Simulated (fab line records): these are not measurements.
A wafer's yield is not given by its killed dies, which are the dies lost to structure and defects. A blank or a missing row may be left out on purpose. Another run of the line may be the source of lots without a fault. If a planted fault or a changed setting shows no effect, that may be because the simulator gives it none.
fab line records | flow n5-finfet
record: lots: 8 wafers: 24 last-day: 18
route steps=1938 shown SPACER0@261 SD_EPI_N@282 SD_EPI_P@307 BEOL_M4@1111 PASSIVATION@1936
lots untouched by any fault: they come from a run of this same line in which no faults occurred
start-h: the number of hours between the record's first day and the start of the first shown wafer of the lot | wait-h: time in hours since the lot's previous step | " identical to the entry in the row above | L1.1+2: one row covering several wafers at once | - either no value or no given start | * or withheld: withheld | < > ~ a bound
route shown NAME@n: a module of which the file shows steps, and the number in the route of the first | usual: mean/standard deviation taken from wafers without a fault | same: alike in all rows | chamber/n: place in a boat | sites: readings site by site | _std_site: their standard deviation | _edge_site: mean of outer sites minus mean of inner sites | radius-mm: for every site, how far away it sits from the centre of the wafer | mask NAME#n: copy n | behind: the last tool/chamber to shape the wafer | hold: the reason the lot was held/the length of the hold in hours/how it ended | device: which transistor (n, p or np) failed to switch | end of line: the route-end tests of the same wafers | where a step has no rows: the recipe by itself | killed: not the wafer's yield, but the dies lost to structure and defects at the first sort | map: dies across one wafer; x = killed, . = not, _ = none there
set.NAME: the setting as run; set.NAME@STEP: as run at that earlier step | model.NAME: the simulator's own value behind a step, which no gauge read
steps of the route over a sample of lots; a table a step, a row a wafer
services: from which hour (start-h, from the record's first day; less than 0 if before it) a tool's chamber was out of use, for how many hours, and why
== steps ==
step: N5_SPACER0_INSPECT_04
recipe: inspect-instrument: darkfield mode: post-dep
usual: raw-defect-count: 128/30
columns lot.wafer tool chamber start-h wait-h raw-defect-count
L235.2 defect-inspect-02 - 53.41 0.1 146
L235.3 " - " " 190
L235.6 " - " " 143
L238.2 defect-inspect-01 - 70.92 0.1 80
L238.3 " - " " 156
L238.4 " - " " 93
L239.1 defect-inspect-02 - 78.25 0.1 133
L239.2 " - " " 148
L239.5 " - " " 140
L249.1 defect-inspect-01 - 140.20 0.1 180
L249.2 " - " " 138
L249.3 " - " " 196
L252.2 defect-inspect-01 - 155.32 0.1 89
L252.4 " - " " 124
L252.6 " - " " 118
L254.2 defect-inspect-02 - 167.68 0.1 125
L254.3 " - " " 111
L254.4 " - " " 127
L256.1 defect-inspect-02 - 182.08 0.1 114
L256.3 " - " " 128
L256.5 " - " " 131
L257.2 defect-inspect-01 - 186.22 0.1 77
L257.3 " - " " 96
L257.5 " - " " 70
step: N5_SD_EPI_N_STRIP_38
recipe: chemistry: N2/H2 power-w: 1000 temp-c: 250 h2-frac: 0.65 overash-fraction: 0.3 pressure-mtorr: withheld n2-flow-sccm: 1750 h2-flow-sccm: 3250
usual: drypump-motor-current-A: 5.57/0.18 heater-power-w: 348/29 oes-product-au: 0.761/0.01
columns lot.wafer tool chamber start-h wait-h drypump-motor-current-A heater-power-w oes-product-au rf-hours-counter-h
L235.2 plasma-asher-02 0 54.68 0.1 5.37 341 0.754 35
L235.3 " 0 " " 5.39 333 0.761 -
L235.6 " 1 " " 5.72 332 0.755 -
L238.2 plasma-asher-01 0 72.21 0.1 5.41 325 0.762 90
L238.3 " 1 " " 5.77 395 0.766 -
L238.4 " 0 " " 5.37 317 0.778 -
L239.1 plasma-asher-02 0 79.40 0.1 5.36 343 0.761 39
L239.2 " 1 " " 5.74 332 0.769 39
L239.5 " 0 " " 5.37 344 0.749 -
L249.1 plasma-asher-01 1 141.36 0.1 5.73 388 0.754 102
L249.2 " 0 " " 5.42 322 0.779 102
L249.3 " 1 " " 5.76 382 0.752 -
L252.2 plasma-asher-01 0 156.93 0.1 5.39 320 0.755 107
L252.4 " 1 " " 5.76 395 0.756 -
L252.6 " 1 " " 5.75 388 0.756 -
L254.2 plasma-asher-01 1 168.98 0.1 5.77 387 0.750 109
L254.3 " 1 " " 5.76 395 0.771 -
L254.4 " 0 " " 5.41 320 0.748 -
L256.1 plasma-asher-02 0 183.95 0.1 5.40 341 0.774 60
L256.3 " 1 " " 5.72 345 0.771 -
L256.5 " 1 " " 5.70 330 0.776 -
L257.2 plasma-asher-01 0 187.49 0.1 5.34 319 0.750 113
L257.3 " 1 " " 5.75 387 0.768 -
L257.5 " 1 " " 5.78 399 0.754 -
step: N5_SD_EPI_P_ETCH_36
recipe: chemistry: CF4 target: SiARC target-depth-a: 455 mask-material: CAR-ArF-block time-s: 75.8 ion-energy-ev: 80 pressure-mtorr: 40 source-w: 545 bias-w: 36 Ar_flow_sccm: 100 cf4-flow-sccm: 100 ends: cleared
usual: bias-w: 36.00/0.12 cf4-flow-sccm: 100.0/0.33 drypump-motor-current-A: 5.4/0.48 etch-rf-on-time-s: 75.9/1.2 mfc-ar-sccm: 100.01/0.3 oes-product-au: 0.65/0.041 rf-vpp-V: 183.6/1.1 showerhead-plenum-p-Torr: 2.10/0.069 throttle-valve-pct: 15.58/0.18
columns lot.wafer tool chamber start-h wait-h bias-w cf4-flow-sccm drypump-motor-current-A etch-rf-on-time-s mfc-ar-sccm oes-product-au rf-hours-counter-h rf-vpp-V showerhead-plenum-p-Torr throttle-valve-pct
L235.2 rie-diel-06 0 58.41 0.0 36.11 99.7 5.5 77.6 100.23 0.64 123 185.6 2.15 15.84
L235.3 " 2 " " 35.96 99.7 5.0 76.0 99.87 0.66 114 183.9 2.08 15.55
L235.6 " 3 " " 36.00 100.4 5.6 76.7 99.94 0.59 - 184.1 2.04 15.52
L238.2 rie-diel-06 0 75.91 0.0 - - - - - - - - - -
L238.3 " 2 " " - - - - - - - - - -
L238.4 " 3 " " - - - - - - - - - -
L239.1 rie-diel-06 1 83.23 0.0 - - - - - - - - - -
L239.2 " 3 " " - - - - - - - - - -
L239.5 " 2 " " - - - - - - - - - -
L249.1 rie-diel-06 0 145.40 0.0 35.82 100.4 5.5 78.3 100.46 0.62 150 183.5 2.14 15.91
L249.2 " 2 " " 35.90 100.4 5.0 76.3 100.16 0.64 143 182.0 2.07 15.60
L249.3 " 1 " " 35.97 100.1 4.9 74.6 99.95 0.67 133 183.1 2.07 15.65
L252.2 rie-diel-06 3 160.64 0.0 36.07 100.5 5.5 76.5 100.35 0.58 223 183.8 2.03 15.58
L252.4 " 2 " " 36.02 99.8 5.0 75.2 100.16 0.64 147 183.1 2.07 15.62
L252.6 " 3 " " 36.02 100.0 5.5 76.4 100.05 0.58 - 183.5 2.03 15.56
L254.2 rie-diel-01 3 173.06 0.0 36.00 99.9 5.7 75.1 99.65 0.60 233 183.1 2.12 15.75
L254.3 " 1 " " 36.03 99.9 4.7 75.9 99.85 0.61 188 184.2 2.22 15.86
L254.4 " 2 " " 35.95 99.7 6.3 76.1 99.70 0.63 155 182.9 2.13 15.47
L256.1 rie-diel-06 3 187.67 0.0 35.99 99.9 5.6 77.2 100.33 0.58 232 183.4 2.03 15.59
L256.3 " 0 " " 36.08 99.8 5.5 78.1 99.62 0.62 159 181.9 2.14 15.92
L256.5 " 1 " " 35.81 99.7 4.9 76.3 99.65 0.65 - 182.0 2.06 15.63
L257.2 rie-diel-06 0 191.23 0.0 35.93 99.5 5.5 78.7 100.03 0.62 160 183.5 2.14 15.93
L257.3 " 1 " " 35.96 100.0 4.9 75.8 99.99 0.66 147 181.7 2.06 15.65
L257.5 " 0 " " 35.86 99.3 5.5 78.4 99.60 0.62 - 183.8 2.14 15.92
step: N5_SD_EPI_P_ETCH_37
recipe: chemistry: N2/H2 target: SOC overetch-a: 1080 mask-material: SiARC temp-c: 40 ion-energy-ev: 100 source-w: 3000 bias-w: 133 pressure-mtorr: 20 time-s: 486 n2-flow-sccm: 200 h2-flow-sccm: 200 ends: end-point
usual: bias-w: 133.0/0.4 chamber-pressure-mTorr: 20.001/0.019 drypump-motor-current-A: 5.4/0.48 oes-product-au: 0.68/0.041 rf-vpp-V: 240.0/1.5 showerhead-plenum-p-Torr: 2.49/0.086 throttle-valve-pct: 23.82/0.24
columns lot.wafer tool chamber start-h wait-h bias-w chamber-pressure-mTorr drypump-motor-current-A oes-product-au rf-hours-counter-h rf-vpp-V showerhead-plenum-p-Torr throttle-valve-pct
L235.2 rie-diel-06 0 58.46 0.0 133.0 19.982 5.5 0.68 123 241.1 2.55 24.31
L235.3 " 2 " " 132.6 20.009 5.0 0.69 115 239.5 2.45 23.68
L235.6 " 3 " " 133.3 19.995 5.6 0.63 - 238.3 2.42 23.86
L238.2 rie-diel-06 0 75.96 0.0 132.5 20.003 5.5 0.28 129 242.0 2.55 24.13
L238.3 " 2 " " 133.4 20.024 5.0 0.29 121 239.7 2.45 23.53
L238.4 " 3 " " 132.8 20.016 5.6 0.26 197 240.4 2.42 23.71
L239.1 rie-diel-06 1 83.29 0.0 132.1 20.015 5.0 0.31 114 239.2 2.45 23.48
L239.2 " 3 " " 132.8 20.013 5.6 0.26 199 238.6 2.42 23.71
L239.5 " 2 " " 133.1 20.045 5.0 0.29 - 240.3 2.45 23.51
L249.1 rie-diel-06 0 145.46 0.0 132.9 20.007 5.5 0.66 150 240.5 2.54 24.35
L249.2 " 2 " " 133.0 20.005 5.0 0.67 143 239.5 2.44 23.71
L249.3 " 1 " " 133.4 20.034 5.0 0.70 133 239.7 2.44 23.68
L252.2 rie-diel-06 3 160.69 0.0 133.6 20.005 5.6 0.61 223 238.7 2.41 23.93
L252.4 " 2 " " 132.7 20.019 5.0 0.67 148 239.9 2.44 23.71
L252.6 " 3 " " 132.7 19.988 5.6 0.61 - 240.5 2.41 23.92
L254.2 rie-diel-01 3 173.12 0.0 133.0 20.005 5.7 0.63 233 239.7 2.51 24.14
L254.3 " 1 " " 133.2 19.980 4.7 0.64 188 241.5 2.62 23.97
L254.4 " 2 " " 132.6 19.983 6.3 0.66 156 239.6 2.53 23.57
L256.1 rie-diel-06 3 187.72 0.0 133.0 19.978 5.6 0.61 232 239.2 2.40 23.93
L256.3 " 0 " " 132.6 19.974 5.5 0.66 159 239.8 2.54 24.36
L256.5 " 1 " " 133.6 19.953 5.0 0.68 - 238.1 2.44 23.69
L257.2 rie-diel-06 0 191.28 0.0 133.4 19.952 5.5 0.65 160 241.3 2.54 24.35
L257.3 " 1 " " 132.1 20.008 4.9 0.69 148 239.9 2.44 23.71
L257.5 " 0 " " 133.6 20.003 5.5 0.65 - 240.3 2.54 24.35
step: N5_SD_EPI_P_SD_RECESS_17
recipe: chemistry: HBr/Cl2/O2 target-depth-a: 391 bt-time-s: 3 pressure-mtorr: 10 icp-w: 800 bias-w: 112 HBr_flow_sccm: 150 Cl2_flow_sccm: 80 O2_flow_sccm: 12
usual: HBr_flow_sccm: 150.0/0.43 drypump-motor-current-A: 5.7/0.35 oes-product-au: 0.998/0.016 throttle-valve-pct: 37.09/0.2
columns lot.wafer tool chamber start-h wait-h HBr_flow_sccm drypump-motor-current-A oes-product-au rf-hours-counter-h throttle-valve-pct
L235.2 rie-si-01 1 59.06 0.0 151.1 5.9 0.989 146 37.00
L235.3 " 0 " " 149.9 5.8 0.997 18 37.21
L235.6 " 2 " " 149.5 5.2 0.975 - 37.30
L238.2 rie-si-01 0 76.56 0.0 150.3 5.8 1.003 18 37.18
L238.3 " 2 " " 149.4 5.2 0.974 196 37.30
L238.4 " 1 " " 149.8 6.0 0.982 146 37.00
L239.1 rie-si-03 3 83.88 0.0 149.9 5.8 1.007 169 37.13
L239.2 " 1 " " 149.7 5.7 1.005 89 37.22
L239.5 " 0 " " 150.2 5.4 0.993 - 36.86
L249.1 rie-si-04 1 146.05 0.0 149.7 5.6 1.006 15 37.47
L249.2 " 3 " " 149.5 5.8 0.984 5 37.17
L249.3 " 0 " " 149.9 6.5 1.031 75 36.70
L252.2 rie-si-03 3 161.29 0.0 150.2 5.8 1.004 171 37.14
L252.4 " 1 " " 150.4 5.7 1.012 - 37.21
L252.6 " 0 " " 150.5 5.4 0.999 - 36.87
L254.2 rie-si-03 0 173.71 0.0 150.5 5.5 0.982 172 36.88
L254.3 " 1 " " 150.0 5.8 1.005 91 37.19
L254.4 " 3 " " 148.9 5.8 1.013 - 37.13
L256.1 rie-si-01 0 188.32 0.0 150.6 5.8 0.999 20 37.19
L256.3 " 1 " " 150.5 6.0 0.989 148 37.00
L256.5 " 1 " " 150.3 6.0 0.975 - 37.02
L257.2 rie-si-03 1 191.88 0.0 150.1 5.7 1.007 91 37.20
L257.3 " 0 " " 149.6 5.5 0.992 173 36.89
L257.5 " 0 " " 149.7 5.4 0.991 - 36.88
step: N5_BEOL_M4_RC_MEAS_101
usual: DIBL_N: 36.5/1.4 DIBL_P: 36.9/1.7 IOFF_N: 0.163/0.023 IOFF_P: 0.22/0.032 ION_N: 673/9 ION_P: 462/7.5 SS_N: 71.6/0.54 SS_P: 73.4/0.62 VT_N: 249.8/2.8 VT_P: -250/3.5
columns lot.wafer tool chamber start-h wait-h DIBL_N[mV/V] DIBL_P[mV/V] IOFF_N[nA/um] IOFF_P[nA/um] ION_N[uA/um] ION_P[uA/um] SS_N[mV/dec] SS_P[mV/dec] VT_N[mV] VT_P[mV]
L235.2 prober-01 0 167.30 0.2 35.0 35.9 0.143 0.21 657 457 71.2 73.6 253.3 -248
L235.3 " 0 " " 37.3 38.7 0.184 0.26 680 468 71.9 74.2 247.2 -245
L235.6 " 0 " " 36.1 37.2 0.163 0.23 663 460 72.0 73.8 250.5 -249
L249.1 prober-01 0 250.54 0.0 37.3 38.5 0.196 0.24 682 462 71.8 74.2 245.1 -249
L249.2 " 0 " " 38.3 39.0 0.204 0.25 694 464 71.9 74.2 244.8 -248
L249.3 " 0 " " 36.1 36.6 0.161 0.22 687 469 70.9 74.0 248.7 -249
L252.2 prober-01 0 280.63 0.2 37.0 38.6 0.158 0.21 673 466 71.4 73.5 249.6 -250
L252.4 " 0 " " 38.6 40.0 0.175 0.22 676 457 72.2 73.9 251.9 -253
L252.6 " 0 " " 38.9 39.9 0.186 0.23 676 459 72.4 74.1 250.7 -251
L254.2 prober-02 0 282.28 0.2 37.8 39.6 0.191 0.22 679 457 71.9 74.2 247.5 -252
L254.3 " 0 " " 35.1 36.1 0.142 0.17 671 448 71.0 73.7 251.1 -258
L254.4 " 0 " " 34.4 35.9 0.128 0.17 656 454 70.8 73.8 255.7 -254
L257.2 prober-02 0 303.82 0.2 37.3 36.0 0.184 0.25 675 464 71.8 73.7 246.7 -246
L257.3 " 0 " " 38.3 37.0 0.213 0.29 673 460 71.7 74.9 245.4 -246
L257.5 " 0 " " 37.7 35.6 0.183 0.25 673 462 72.7 74.1 249.9 -247
L256.1 prober-02 0 309.87 0.0 37.4 36.8 0.154 0.21 669 464 71.8 73.0 251.2 -249
L256.3 " 0 " " 35.0 33.4 0.117 0.16 668 456 71.4 72.8 254.7 -253
L256.5 " 0 " " 37.4 36.2 0.156 0.20 664 455 71.9 73.4 252.8 -249
step: N5_PASSIVATION_PROBE_49
usual: defect-limited-yield: 91.2/1.4 killed_at_M0_to_M3: 35/11 killed_at_M4_up: 12/4.2 killed-at-contacts: 13/5.6 killed-at-front-end: 40/12 killed-at-other: 3.3/2.6 killed-dies: 103/17 killed-on-rim: 14/4.5 killed-open: 68/12 killed-short: 34/7.6 sort_bin_5_function: 5.1/0.95 sort_bin_6_memory: 3.3/0.68 sort-n-pass: 1077/17 sort-yield-pct: 91.2/1.4
same: gross-dies: 1180 killed-at-back-side: 0 sort_bin_4_leakage[%]: 0 sort_bin_8_speed[%]: 0
columns lot.wafer tool chamber start-h wait-h defect-limited-yield[%] killed_at_M0_to_M3 killed_at_M4_up killed-at-contacts killed-at-front-end killed-at-other killed-dies killed-on-rim killed-open killed-short sort_bin_5_function[%] sort_bin_6_memory[%] sort-n-pass sort-yield-pct[%]
L238.2 prober-01 - 298.15 0.1 0 47 12 23 1096 2 1180 152 72 41 96.4 3.0 0 0
L238.3 prober-01 - 298.20 0.1 0 33 13 22 1108 4 1180 152 60 31 96.5 3.2 0 0
L238.4 prober-01 - 298.25 0.2 0 30 13 27 1109 1 1180 152 58 53 96.1 3.6 0 0
L239.1 prober-02 - 318.73 0.0 0 27 10 7 1132 4 1180 152 62 25 96.9 2.9 0 0
L239.2 prober-02 - 318.78 0.1 0 22 12 9 1131 6 1180 152 49 23 97.6 2.4 0 0
L239.5 prober-02 - 318.93 0.2 0 45 11 32 1085 7 1180 152 84 39 95.8 4.1 0 0
killed by level:class
L238.2 SD_EPI_P:area-etch=1066 MOL_CONTACT_COAG:geometric-particle:open=19 BEOL_M0_SAQP:geometric-particle:short=13 BEOL_M3:geometric-particle:open=9 BEOL_M2:geometric-particle:open=7 BEOL_M0_SAQP:geometric-particle:open=5 FIN_SAQP:geometric-particle:short=4 DUMMY_GATE:geometric-particle:open=4
L238.3 SD_EPI_P:area-etch=1086 MOL_CONTACT_COAG:geometric-particle:open=14 BEOL_M3:geometric-particle:open=12 MOL_CONTACT_COAG:geometric-particle:short=8 GATE_CUT:geometric-particle:short=6 BEOL_M2:geometric-particle:open=6 BEOL_M0_SAQP:geometric-particle:short=4 BEOL_M4:geometric-particle:open=4
L238.4 SD_EPI_P:area-etch=1067 MOL_CONTACT_COAG:geometric-particle:open=14 FIN_SAQP:geometric-particle:short=13 MOL_CONTACT_COAG:geometric-particle:short=13 BEOL_M0_SAQP:geometric-particle:short=11 FIN_SAQP:geometric-particle:open=8 BEOL_M0_SAQP:geometric-particle:open=8 STI_FIN_REVEAL:geometric-particle:open=4
L239.1 SD_EPI_P:area-etch=1091 DUMMY_GATE:geometric-particle:open=14 BEOL_M0_SAQP:geometric-particle:short=9 BEOL_M0_SAQP:geometric-particle:open=8 MOL_CONTACT_COAG:geometric-particle:open=7 BEOL_M1:geometric-particle:open=6 STI_FIN_REVEAL:geometric-particle:open=5 DUMMY_GATE:geometric-particle:short=5
L239.2 SD_EPI_P:area-etch=1106 MOL_CONTACT_COAG:geometric-particle:open=9 BEOL_M0_SAQP:geometric-particle:open=9 FIN_SAQP:geometric-particle:short=6 FIN_SAQP:geometric-particle:open=5 STI_FIN_REVEAL:geometric-particle:open=4 BEOL_M0:geometric-particle:short=4 STARTING-WAFER:geometric-particle:open=4
L239.5 SD_EPI_P:area-etch=1055 MOL_CONTACT_COAG:geometric-particle:open=23 BEOL_M0_SAQP:geometric-particle:open=14 BEOL_M1:geometric-particle:open=10 FIN_SAQP:geometric-particle:short=9 MOL_CONTACT_COAG:geometric-particle:short=9 FIN_SAQP:geometric-particle:open=7 BEOL_M0_SAQP:geometric-particle:short=6
== services ==
columns tool chamber start-h hours kind
rie-si-03 2 34.06 17.5 repair
rie-si-03 - 55.66 4.0 pm
plasma-asher-02 - 61.68 3.9 repair
rie-si-01 1 63.56 5.6 repair
rie-si-04 1 72.76 8.3 repair
rie-diel-01 - 89.90 2.8 pm
rie-si-04 0 117.91 1.8 repair
rie-si-01 2 124.27 - clean
rie-si-01 2 124.27 15.6 scheduled-down
rie-si-01 2 124.27 15.6 vent-cycle
rie-si-03 2 158.89 35.2 repair
rie-diel-06 0 161.86 8.2 repair
rie-si-04 - 167.49 2.8 pm
== key ==
first-sign: step: N5_SD_EPI_P_ETCH_36 reading: tool-record direction: missing
effect: step: N5_SD_EPI_P_ETCH_37 reading: oes-product-au direction: down sigmas: 9.8 usual: 0.68 struck: 0.28
effect: step: N5_PASSIVATION_PROBE_49 reading: sort_bin_5_function direction: up sigmas: 96 usual: 5.1 struck: 96.6
more-kills-born-at: N5_SD_EPI_P_ETCH_36@rie-diel-06: 6471
met-at N5_SD_EPI_P_ETCH_36
struck-lots L238,L239
later-rows-left-out L238.2,L238.3,L238.4,L239.1,L239.2,L239.5
not-acting-at N5_SPACER0_INSPECT_04,N5_SD_EPI_N_STRIP_38,N5_SD_EPI_P_SD_RECESS_17
onset-between 58.41 75.91
fault: kind: skipped-step-whole tool: rie-diel-06 chamber: - onset-h: 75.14 steps: N5_SD_EPI_P_ETCH_36 scope: struck-lots-only
later-rows-left-out: the simulator's readings of these wafers behind a module that went badly wrong aren't trusted and aren't shown, but for the sort
